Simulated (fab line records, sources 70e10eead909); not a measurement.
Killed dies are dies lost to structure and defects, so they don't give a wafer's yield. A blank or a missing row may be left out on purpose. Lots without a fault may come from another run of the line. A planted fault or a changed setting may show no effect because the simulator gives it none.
fab line records | flow nand_harc
record lots=12 wafers=36 last_day=33
route steps=1302 shown P_M1@302 P_M2@326 END@1302
lots that met no fault: from a run of the same line without faults
start_h: hours from the record's first day to the start of the lot's first wafer shown | wait_h: hours since the lot's step before | " the same as in the row above | L1.1+2: a row that stands for several wafers | - no value, or no start given | * or withheld: withheld | < > ~ a bound
route shown NAME@n: a module of which the file shows steps, and the number in the route of the first | usual: mean/standard deviation of fault-free wafers | same: alike in all rows | chamber/n: place in a boat | sites: the reading at each site | _std_site: their standard deviation | _edge_site: outer sites' mean less inner sites' | radius_mm: how far each site lies from the wafer's centre | mask NAME#n: copy n | behind: the tool/chamber that last shaped the wafer | hold: why the lot was held/for how many hours/how that ended | device: the transistor (n, p or np) that didn't switch | end of line: the same wafers' tests at the end of the route | a step without rows: its recipe alone | killed: dies lost to structure and defects at the first sort, not the wafer's yield | map: a wafer's dies, x killed, . not, _ none there
set.NAME: the setting as run; set.NAME@STEP: as run at that earlier step | model.NAME: the simulator's own value behind a step, which no gauge read
steps of the route over a sample of lots; a table a step, a row a wafer
services: from which hour (start_h, from the record's first day; less than 0 if before it) a tool's chamber was out of use, for how many hours, and why
## steps
# step NHARC_P_M1_STRIP_18
# recipe power_w=1000 n2_flow_sccm=150 h2_flow_sccm=150 ar_flow_sccm=0 bias_w=0 chemistry=N2/H2
# usual drypump_motor_current_A=5.7/0.5 n2_flow_sccm=150.0/0.44 oes_product_au=1.001/0.0099 rf_vpp_V=90.9/0.95 showerhead_plenum_p_Torr=2.07/0.081 throttle_valve_pct=14.171/0.008
# columns lot.wafer tool chamber start_h wait_h drypump_motor_current_A n2_flow_sccm oes_product_au rf_hours_counter_h rf_vpp_V showerhead_plenum_p_Torr throttle_valve_pct
L496.2 rie_diel-07 2 130.28 0.1 4.8 149.9 1.006 0 91.4 2.12 14.164
L496.4 " 3 " " 5.7 150.1 0.998 0 89.8 2.11 14.170
L496.6 " 2 " " 4.8 149.1 1.004 - 92.8 2.12 14.169
L498.3 rie_diel-06 1 142.03 0.1 5.9 149.9 0.991 0 90.2 2.20 14.173
L498.2 " 0 " " 5.8 150.0 0.994 0 90.1 2.00 14.164
L498.5 " 1 " " 5.9 150.3 1.001 - 90.6 2.20 14.164
L504.4 rie_diel-06 1 212.99 0.1 5.9 151.0 1.002 5 92.6 2.20 14.160
L504.2 " 0 " " 5.9 150.0 0.991 5 90.3 1.99 14.163
L504.6 " 2 " " 6.6 149.9 0.996 - 89.5 2.04 14.170
L507.2 rie_diel-07 3 233.89 0.1 5.7 149.3 1.013 9 91.1 2.11 14.169
L507.1 " 0 " " 5.5 150.2 1.008 9 91.2 2.07 14.153
L507.6 " 1 " " 5.3 150.2 1.000 - 91.4 1.91 14.161
L510.3 rie_diel-07 0 275.38 0.1 5.5 150.4 1.001 12 91.3 2.07 14.166
L510.1 " 2 " " 4.8 150.3 1.010 11 90.4 2.12 14.172
L510.5 " 3 " " 5.7 150.1 1.009 - 90.6 2.10 14.172
L509.3 rie_diel-07 2 276.42 0.1 4.8 150.0 1.008 11 90.0 2.12 14.174
L509.6 " 0 " " 5.6 149.4 1.003 - 91.9 2.07 14.154
L509.5 " 2 " " 4.8 150.0 1.013 - 90.9 2.12 14.174
L511.2 rie_diel-06 1 284.61 0.1 5.9 149.9 0.993 9 92.2 2.20 14.160
L511.4 " 0 " " 5.8 150.2 0.990 9 91.5 1.99 14.176
L511.6 " 1 " " 5.9 150.2 0.999 - 91.5 2.20 14.165
L513.2 rie_diel-06 0 302.40 0.1 5.8 150.8 0.991 10 89.9 1.99 14.183
L513.6 " 3 " " 5.8 149.8 0.993 - 91.1 2.12 14.173
L513.5 " 0 " " 5.8 151.1 0.999 - 90.4 1.99 14.166
L515.4 rie_diel-07 3 317.21 0.1 5.7 150.5 1.001 1 90.6 2.11 14.169
L515.3 " 1 " " 5.3 150.7 1.006 1 90.0 1.91 14.164
L515.5 " 0 " " 5.5 150.3 0.990 - 91.6 2.07 14.173
L516.3 rie_diel-06 2 329.48 0.1 6.5 150.0 1.005 0 91.5 2.03 14.172
L516.5 " 2 " " 6.6 149.9 0.999 - 92.1 2.03 14.169
L516.6 " 3 " " 5.8 149.8 1.008 - 91.8 2.12 14.175
L517.2 rie_diel-07 0 339.94 0.1 5.5 149.8 0.992 3 91.2 2.07 14.170
L517.1 " 1 " " 5.3 150.4 0.991 2 89.7 1.91 14.179
L517.6 " 0 " " 5.5 149.3 0.993 - 91.8 2.07 14.170
L519.4 rie_diel-06 1 355.76 0.1 5.9 150.5 1.018 2 93.5 2.20 14.171
L519.3 " 2 " " 6.6 149.9 1.004 2 90.2 2.03 14.168
L519.6 " 2 " " 6.6 149.7 1.006 - 90.1 2.03 14.166
# step NHARC_P_M2_PEB_07
# recipe peb_temp_c=100 peb_time_s=65
# usual heater_power_total_W=156.6/0.4 plate_temp_C=99.97/0.13
# same peb_time_s=65
# columns lot.wafer tool chamber start_h wait_h heater_power_total_W plate_temp_C
L496.2 litho_track-04 0 133.65 0.1 156.7 99.91
L496.4 " 0 " " 157.0 99.98
L496.6 " 0 " " 156.7 99.87
L498.2 litho_track-04 0 145.42 0.1 156.0 99.95
L498.3 " 0 " " 157.1 99.89
L498.5 " 0 " " 156.2 99.91
L504.2 litho_track-04 0 216.37 0.1 166.7 104.62
L504.4 " 0 " " 166.5 104.70
L504.6 " 0 " " 166.0 104.52
L507.1 litho_track-04 0 237.20 0.1 166.2 104.69
L507.2 " 0 " " 166.7 104.74
L507.6 " 0 " " 166.2 104.59
L510.1 litho_track-06 0 279.19 0.1 155.9 99.74
L510.3 " 0 " " 156.4 99.74
L510.5 " 0 " " 156.4 99.61
L509.3 litho_track-06 0 279.93 0.0 157.0 99.97
L509.5 " 0 " " 157.0 99.71
L509.6 " 0 " " 157.1 99.96
L511.2 litho_track-01 0 288.13 0.1 157.1 99.92
L511.4 " 0 " " 156.5 99.89
L511.6 " 0 " " 157.1 100.05
L513.2 litho_track-06 0 305.89 0.1 157.1 99.95
L513.5 " 0 " " 157.2 99.92
L513.6 " 0 " " 156.8 100.01
L515.3 litho_track-01 0 320.87 0.0 156.7 99.84
L515.4 " 0 " " 157.2 100.35
L515.5 " 0 " " 157.2 100.10
L516.3 litho_track-04 0 333.00 0.0 156.7 99.86
L516.5 " 0 " " 156.2 99.98
L516.6 " 0 " " 156.4 100.07
L517.1 litho_track-06 0 343.46 0.1 156.0 99.88
L517.2 " 0 " " 157.1 99.77
L517.6 " 0 " " 156.7 100.02
L519.3 litho_track-04 0 359.28 0.0 157.2 100.11
L519.4 " 0 " " 156.1 100.10
L519.6 " 0 " " 157.0 100.13
# step NHARC_P_M2_CD_MEAS_09
# recipe target_cd_nm=170 landing_energy_ev=500
# usual cd_nm=169.9/0.61
# same landing_energy_ev=500
# columns lot.wafer tool chamber start_h wait_h cd_nm
L496.2 cd_sem-03 0 133.73 - 169.1
L496.4 " 0 " " 170.4
L496.6 " 0 " " 169.9
L498.2 cd_sem-03 0 145.50 - 170.5
L498.3 " 0 " " 170.6
L498.5 " 0 " " 170.5
L504.2 cd_sem-01 0 216.45 - 185.0
L504.4 " 0 " " 184.7
L504.6 " 0 " " 185.1
L507.1 cd_sem-01 0 237.28 - 184.9
L507.2 " 0 " " 183.7
L507.6 " 0 " " 184.2
L510.1 cd_sem-01 0 279.27 - 169.2
L510.3 " 0 " " 168.5
L510.5 " 0 " " 169.4
L509.3 cd_sem-02 0 280.01 - 169.7
L509.5 " 0 " " 170.9
L509.6 " 0 " " 169.6
L511.2 cd_sem-03 0 288.21 - 168.9
L511.4 " 0 " " 169.7
L511.6 " 0 " " 169.9
L513.2 cd_sem-02 0 305.97 - 169.6
L513.5 " 0 " " 169.4
L513.6 " 0 " " 170.0
L515.3 cd_sem-02 0 320.95 - 170.6
L515.4 " 0 " " 170.9
L515.5 " 0 " " 171.2
L516.3 cd_sem-03 0 333.08 - 170.3
L516.5 " 0 " " 170.7
L516.6 " 0 " " 169.3
L517.1 cd_sem-03 0 343.53 - 169.4
L517.2 " 0 " " 169.5
L517.6 " 0 " " 170.4
L519.3 cd_sem-03 0 359.36 - 170.7
L519.4 " 0 " " 171.2
L519.6 " 0 " " 170.1
# step NHARC_P_M2_OVL_MEAS_10
# recipe pitch_nm=340
# usual overlay_x_nm=0.0/0.66 overlay_y_nm=-0.1/0.88
# columns lot.wafer tool chamber start_h wait_h overlay_x_nm overlay_y_nm
L496.2 overlay-01 - 133.82 - 1.5 -0.9
L496.4 " - " " 1.2 -1.5
L496.6 " - " " 1.0 -1.5
L498.2 overlay-01 - 145.59 - 0.7 -1.2
L498.3 " - " " 0.4 -0.3
L498.5 " - " " 0.5 -1.0
L504.2 overlay-01 - 216.54 - -0.5 -0.7
L504.4 " - " " -0.3 -0.9
L504.6 " - " " -0.6 -0.1
L507.1 overlay-01 - 237.37 - 0.1 0.4
L507.2 " - " " 0.6 0.4
L507.6 " - " " 0.6 0.0
L510.1 overlay-02 - 279.36 - 0.5 -0.2
L510.3 " - " " 0.3 -0.2
L510.5 " - " " 0.1 -0.9
L509.3 overlay-02 - 280.09 - -1.7 0.1
L509.5 " - " " -1.2 -0.2
L509.6 " - " " -0.8 -0.5
L511.2 overlay-02 - 288.30 - 0.0 0.1
L511.4 " - " " 0.3 0.1
L511.6 " - " " -0.2 -0.3
L513.2 overlay-01 - 306.05 - 0.9 1.9
L513.5 " - " " 0.9 2.1
L513.6 " - " " 0.6 2.3
L515.3 overlay-02 - 321.04 - -0.4 1.2
L515.4 " - " " -0.2 1.0
L515.5 " - " " -0.4 1.5
L516.3 overlay-02 - 333.17 - 0.3 -0.4
L516.5 " - " " 0.5 -0.8
L516.6 " - " " 0.2 -1.4
L517.1 overlay-02 - 343.62 - 0.0 0.6
L517.2 " - " " -0.1 0.8
L517.6 " - " " 0.3 0.4
L519.3 overlay-02 - 359.44 - -0.3 -0.5
L519.4 " - " " -0.5 -0.9
L519.6 " - " " -0.3 -1.1
# step NHARC_P_M2_ETCH_15
# recipe target_depth_a=1825 time_s=91.2 c4f8_flow_sccm=withheld ar_flow_sccm=400 rf_w=600 bias_w=300 chemistry=C4F8/Ar
# usual oes_product_au=0.948/0.026 rf_vpp_V=440.5/2.7
# columns lot.wafer tool chamber start_h wait_h oes_product_au rf_hours_counter_h rf_vpp_V
L496.4 rie_diel-04 3 - - 0.920 6.6 438.4
L496.2 " 0 " " 0.925 6.7 440.3
L496.6 " 2 " " 0.927 - 441.8
L498.2 rie_diel-12 2 - - 0.925 3.5 439.7
L498.3 " 3 " " 0.926 1.3 438.1
L498.5 " 3 " " 0.920 - 436.6
L504.2 rie_diel-12 0 - - 0.914 8.7 443.1
L504.4 " 3 " " 0.927 7.6 436.2
L504.6 " 1 " " 0.926 - 436.5
L507.2 rie_diel-01 3 - - 0.916 0.8 438.8
L507.1 " 2 " " 0.937 0.6 442.9
L507.6 " 0 " " 0.943 - 441.7
L510.3 rie_diel-01 0 - - 0.997 2.3 441.3
L510.1 " 2 " " 0.972 2.3 443.5
L510.5 " 3 " " 0.952 - 439.1
L509.3 rie_diel-01 2 - - 0.988 2.3 444.2
L509.5 " 3 " " 0.969 - 438.5
L509.6 " 0 " " 0.973 - 440.2
L511.4 rie_diel-04 2 - - 0.922 5.9 441.6
L511.2 " 0 " " 0.939 6.3 441.1
L511.6 " 3 " " 0.922 - 438.8
L513.2 rie_diel-12 2 - - 0.917 1.0 439.0
L513.5 " 1 " " 0.931 - 436.0
L513.6 " 2 " " 0.920 - 438.2
L515.4 rie_diel-01 3 - - 0.964 4.7 437.6
L515.3 " 1 " " 0.976 4.6 443.3
L515.5 " 0 " " 0.982 - 441.0
L516.3 rie_diel-01 2 - - 0.965 4.8 443.0
L516.6 " 1 " " 0.965 - 446.0
L516.5 " 2 " " 0.966 - 443.4
L517.2 rie_diel-01 1 343.98 0.1 0.927 5.1 444.3
L517.1 " 3 " " 0.914 5.3 439.2
L517.6 " 0 " " 0.947 - 439.9
L519.3 rie_diel-12 3 - - 0.912 4.4 436.9
L519.4 " 1 " " 0.921 3.6 437.0
L519.6 " 2 " " 0.912 - 438.8
# step NHARC_END_SORT_01
# recipe temp_c=25
# usual defect_limited_yield=91.2/1.8 killed_at_array=55/12 killed_at_other=1.0/1.2 killed_at_periphery=3.9/2.6 killed_dies=60/12 killed_open=3.3/1.9 killed_short=2.5/1.8
# same gross_dies=677
# columns lot.wafer tool chamber start_h wait_h defect_limited_yield[%] killed_at_array killed_at_other killed_at_periphery killed_dies killed_open killed_short
L496.2 prober-02 0 558.64 2.8 93.1 37 1 9 47 0 1
L496.4 prober-02 0 560.26 3.4 91.6 50 0 7 57 6 3
L496.6 prober-02 0 561.88 4.0 93.4 36 1 8 45 4 1
L504.2 prober-01 0 649.63 2.8 91.0 58 2 1 61 2 1
L504.4 prober-01 0 651.21 3.4 91.4 51 4 3 58 4 2
L504.6 prober-01 0 652.79 4.0 90.7 58 1 4 63 6 1
L507.1 prober-01 0 664.15 2.5 91.7 46 1 9 56 4 8
L507.2 prober-01 0 664.96 2.8 92.9 42 2 4 48 1 3
L507.6 prober-01 0 668.17 4.0 92.8 45 2 2 49 6 3
L513.2 prober-01 0 732.65 2.8 91.9 52 0 3 55 5 0
L513.5 prober-01 0 735.07 3.7 90.7 58 1 4 63 4 1
L513.6 prober-01 0 735.88 4.0 91.1 52 0 8 60 4 0
L515.3 prober-02 0 746.71 3.1 94.4 38 0 0 38 3 2
L515.4 prober-02 0 747.53 3.5 93.5 38 0 6 44 3 6
L515.5 prober-02 0 748.35 3.8 93.5 43 0 1 44 6 6
# killed by level:class
L496.2 A_SLIT:chamber_film_flake=17 P_GATE:chamber_film_flake=7 A_CHANNEL_HOLE_D2:chamber_film_flake=5 A_CHANNEL_FILL_D1:chamber_film_flake=4 A_STAIRCASE:chamber_film_flake=3 A_CONTACT:chamber_film_flake=3 P_M1:chamber_film_flake=2 A_ZERO_WELL:chamber_film_flake=2
L496.4 A_SLIT:chamber_film_flake=25 A_CHANNEL_HOLE_D2:chamber_film_flake=7 P_M1:chamber_film_flake=4 P_GATE:chamber_film_flake=2 A_ZERO_WELL:chamber_film_flake=2 A_WL_FILL:chamber_film_flake=2 A_M1:chamber_film_flake=2 A_SOURCE_PLATE:geometric_particle:open=1
L496.6 A_SLIT:chamber_film_flake=24 P_M1:chamber_film_flake=5 P_GATE:chamber_film_flake=3 A_CHANNEL_HOLE_D1:chamber_film_flake=2 A_CHANNEL_HOLE_D2:chamber_film_flake=2 A_WL_FILL:chamber_film_flake=2 A_SOURCE_PLATE:geometric_particle:open=1 A_CHANNEL_HOLE_D2:geometric_particle:short=1
L504.2 A_CHANNEL_HOLE_D1:chamber_film_flake=25 A_CHANNEL_HOLE_D2:chamber_film_flake=22 A_CONTACT:chamber_film_flake=3 A_DECK1_JOINT:chamber_film_flake=2 A_CHANNEL_FILL_D2:chamber_film_flake=2 A_STAIRCASE:chamber_film_flake=2 THIN_TSV:chamber_film_flake=2 P_CONTACT:geometric_particle:open=1
L504.4 A_CHANNEL_HOLE_D1:chamber_film_flake=25 A_CHANNEL_HOLE_D2:chamber_film_flake=11 A_STAIRCASE:chamber_film_flake=4 THIN_TSV:chamber_film_flake=4 A_CHANNEL_FILL_D1:geometric_particle:open=2 A_DECK1_JOINT:chamber_film_flake=2 A_WL_FILL:chamber_film_flake=2 A_CONTACT:chamber_film_flake=2
L504.6 A_CHANNEL_HOLE_D1:chamber_film_flake=29 A_CHANNEL_HOLE_D2:chamber_film_flake=20 A_CONTACT:chamber_film_flake=4 P_GATE:geometric_particle:open=2 A_ONON_D2:geometric_particle:open=2 P_GATE:geometric_particle:short=1 P_M1:geometric_particle:open=1 A_ONON_D1:geometric_particle:open=1
L507.1 A_SLIT:chamber_film_flake=24 A_CHANNEL_HOLE_D1:chamber_film_flake=8 A_CHANNEL_HOLE_D2:chamber_film_flake=3 A_ONON_D1:geometric_particle:short=2 A_CHANNEL_FILL_D1:geometric_particle:short=2 P_ZERO_WELL:chamber_film_flake=2 P_M0:geometric_particle:short=1 P_M1:geometric_particle:short=1
L507.2 A_SLIT:chamber_film_flake=30 A_CHANNEL_HOLE_D1:chamber_film_flake=6 P_STI:chamber_film_flake=2 A_CONTACT:chamber_film_flake=2 P_M1:geometric_particle:short=1 A_SGD_CUT:geometric_particle:short=1 A_WL_FILL:geometric_particle:open=1 THIN_TSV:geometric_particle:short=1
L507.6 A_SLIT:chamber_film_flake=29 A_CHANNEL_HOLE_D1:chamber_film_flake=4 THIN_TSV:chamber_film_flake=2 P_M1:geometric_particle:open=1 A_ONON_D1:geometric_particle:open=1 A_ONON_D1:geometric_particle:short=1 A_CHANNEL_FILL_D1:geometric_particle:open=1 A_DECK1_JOINT:geometric_particle:short=1
L513.2 A_SLIT:chamber_film_flake=30 A_CHANNEL_HOLE_D1:chamber_film_flake=11 P_STI:chamber_film_flake=3 A_CONTACT:chamber_film_flake=3 A_CHANNEL_FILL_D1:chamber_film_flake=2 A_ONON_D1:geometric_particle:open=1 A_CHANNEL_FILL_D1:geometric_particle:open=1 A_ONON_D2:geometric_particle:open=1
L513.5 A_SLIT:chamber_film_flake=35 A_CHANNEL_HOLE_D1:chamber_film_flake=10 A_STAIRCASE:chamber_film_flake=3 A_CONTACT:chamber_film_flake=3 A_M0:geometric_particle:open=2 P_GATE:chamber_film_flake=2 A_WL_FILL:chamber_film_flake=2 P_M2:geometric_particle:open=1
L513.6 A_SLIT:chamber_film_flake=33 A_CHANNEL_HOLE_D1:chamber_film_flake=11 A_CONTACT:chamber_film_flake=5 P_STI:chamber_film_flake=4 P_M0:geometric_particle:open=2 A_STAIRCASE:chamber_film_flake=2 P_CONTACT:geometric_particle:open=1 A_CHANNEL_HOLE_D2:geometric_particle:open=1
L515.3 A_CHANNEL_HOLE_D1:chamber_film_flake=10 A_CONTACT:chamber_film_flake=9 A_STAIRCASE:chamber_film_flake=4 A_SLIT:chamber_film_flake=4 A_ZERO_WELL:chamber_film_flake=2 A_WL_FILL:chamber_film_flake=2 A_CHANNEL_FILL_D1:geometric_particle:open=1 A_DECK1_JOINT:geometric_particle:open=1
L515.4 A_CHANNEL_HOLE_D1:chamber_film_flake=13 A_CONTACT:chamber_film_flake=10 A_SLIT:chamber_film_flake=4 P_GATE:geometric_particle:short=3 A_STAIRCASE:chamber_film_flake=3 A_DECK1_JOINT:chamber_film_flake=2 A_WL_FILL:chamber_film_flake=2 P_CONTACT:geometric_particle:open=1
L515.5 A_CONTACT:chamber_film_flake=10 A_CHANNEL_HOLE_D1:chamber_film_flake=7 A_SLIT:chamber_film_flake=6 A_CHANNEL_FILL_D2:geometric_particle:short=4 A_DECK1_JOINT:chamber_film_flake=3 A_STAIRCASE:chamber_film_flake=3 A_WL_FILL:geometric_particle:short=2 A_WL_FILL:geometric_particle:open=2
## services
# columns tool chamber start_h hours kind
rie_diel-12 1 115.62 12.3 repair
rie_diel-07 - 117.20 9.0 pm
rie_diel-06 - 130.20 9.0 pm
rie_diel-04 1 132.70 1.3 repair
rie_diel-12 3 139.04 2.6 repair
litho_track-01 - 155.00 7.0 pm
rie_diel-07 2 162.96 19.0 repair
rie_diel-12 1 165.31 4.3 repair
rie_diel-04 - 177.90 9.0 pm
litho_track-06 - 179.00 7.0 pm
litho_track-04 - 203.00 7.0 pm
rie_diel-01 - 203.80 9.0 pm
rie_diel-07 0 235.14 9.8 repair
rie_diel-01 - 249.69 0.8 repair
rie_diel-07 3 264.80 9.4 repair
rie_diel-12 - 268.40 9.0 pm
rie_diel-07 3 276.96 22.8 repair
rie_diel-12 0 288.66 8.2 repair
rie_diel-07 - 294.20 9.0 pm
rie_diel-06 - 307.20 9.0 pm
rie_diel-07 - 338.27 0.5 repair
rie_diel-01 2 338.55 6.8 repair
rie_diel-01 0 342.59 1.3 repair
litho_track-06 - 354.00 7.0 pm
## key
first_sign step=NHARC_P_M2_PEB_07 reading=plate_temp_C direction=up sigmas=37 usual=* struck=*
effect step=NHARC_P_M2_PEB_07 reading=heater_power_total_W direction=up sigmas=24 usual=* struck=*
effect step=NHARC_P_M2_CD_MEAS_09 reading=cd_nm direction=up sigmas=24 usual=169.9 struck=184.6
met_at NHARC_P_M2_PEB_07
struck_lots L504,L507
not_acting_at NHARC_P_M1_STRIP_18,NHARC_P_M2_OVL_MEAS_10,NHARC_P_M2_ETCH_15
onset_between 145.42 216.37
fault kind=process_parameter_drift tool=litho_track-04 chamber=- onset_h=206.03 steps=NHARC_P_M2_PEB_07 channel=peb_temp_c offset=* shape=step end_h=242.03 acts_in=* stated=*
